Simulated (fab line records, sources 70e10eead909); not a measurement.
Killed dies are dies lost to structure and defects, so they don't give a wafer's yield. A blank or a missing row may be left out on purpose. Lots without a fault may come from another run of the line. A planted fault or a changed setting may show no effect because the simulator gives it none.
Chamber matching | flow nand_harc | NHARC_A_CONTACT_DEP_85 on pecvd-02: 3 sister chambers
The step deposits SiON, target thk 50 nm. 6 wafers are shown with their chamber, then 8 later ones without.

WAFERS WITH THEIR CHAMBER
wafer  | chamber | heater_power_w (W)
L093.3 | 0       | 819
L093.6 | 1       | 804
L093.1 | 1       | 804
L093.2 | 2       | 797
L093.5 | 0       | 827
L096.2 | 2       | 776

WAFERS WITHOUT THEIR CHAMBER
wafer  | heater_power_w (W)
L096.5 | 712
L096.6 | 784
L096.1 | 839
L096.3 | 715
L096.4 | 856
L095.1 | 770
L095.2 | 831
L095.6 | 769

WHICH CHAMBER EACH WENT THROUGH
wafer  | from the rows above     | in truth
L096.5 | can't be placed: 2 or 1 | 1
L096.6 | can't be placed: 2 or 1 | 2
L096.1 | 0                       | 0
L096.3 | can't be placed: 2 or 1 | 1
L096.4 | 0                       | 0
L095.1 | can't be placed: 2 or 1 | 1
L095.2 | 0                       | 0
L095.6 | can't be placed: 2 or 1 | 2
Placed correctly: 3 of 8. Can't be placed from these rows: 5 (the true chamber is among the candidates in 5). Placed wrongly: 0.
How it was worked out, from the rows above alone: a wafer's distance from a chamber is the root of the sum, over the readings, of the square of ((its reading less the chamber's mean) divided by the reading's scatter). The wafer belongs to the nearest chamber; if the next one is less than 2 further off, it can't be placed. A chamber's mean is the mean of its shown wafers. The scatter: the root of (the sum of the squares of (reading less its chamber's mean) over the shown wafers, divided by (wafers less chambers)).
